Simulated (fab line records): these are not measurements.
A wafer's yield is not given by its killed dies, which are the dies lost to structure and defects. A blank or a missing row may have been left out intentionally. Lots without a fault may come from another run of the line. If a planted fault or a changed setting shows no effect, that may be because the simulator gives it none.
Chamber matching ; flow nand-harc ; ald-metal-01 running NHARC_A_CONTACT_ALD_18: 4 sister chambers
The step deposits TiN, target thk 3 nm, pulse time 1 s, ald cycles 150. 8 wafers are shown with their chamber, then 9 later ones without.

WAFERS WITH THEIR CHAMBER
wafer;chamber;heater-power-w (W);precursor-pulse-height-rel
L077.2;1;1089;0.995
L080.1;1;1101;0.994
L079.1;2;1005;0.983
L079.2;0;1097;1.006
L079.6;3;1173;1.028
L088.1;2;1012;1.025
L088.3;3;1156;0.983
L088.4;0;1081;0.966

WAFERS WHOSE CHAMBER IS MISSING
wafer;heater-power-w (W);precursor-pulse-height-rel
L089.2;1004;0.987
L089.4;1100;0.964
L089.5;1020;1.038
L091.1;1092;1.005
L091.4;1001;1.007
L091.5;1011;0.985
L095.2;993;0.989
L095.4;980;1.028
L095.6;1100;1.015

WHICH CHAMBER EACH ONE RAN IN
wafer;from the rows above;in truth
L089.2;2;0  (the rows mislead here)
L089.4;can't be placed: 1 or 0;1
L089.5;2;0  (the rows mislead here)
L091.1;can't be placed: 1 or 0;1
L091.4;2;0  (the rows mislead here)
L091.5;2;2
L095.2;2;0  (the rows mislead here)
L095.4;2;2
L095.6;can't be placed: 1 or 0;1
2 of 9 placed correctly. Unplaceable from these rows: 3, with the true chamber sitting among the candidates in 3. Wrongly placed: 4.
How it was worked out, from the rows above alone: a wafer's distance from a chamber is the root of the sum, over the readings, of the square of ((its reading less the chamber's mean) divided by the reading's scatter). If the next closest chamber is less than 2 further off than the closest, the wafer can't be placed; otherwise it belongs to the closest. For every chamber, the mean is computed from those of its wafers that are shown. The scatter is the square root of a quotient: the sum, over the shown wafers, of each reading's squared deviation from its chamber's mean, divided by wafers minus chambers.
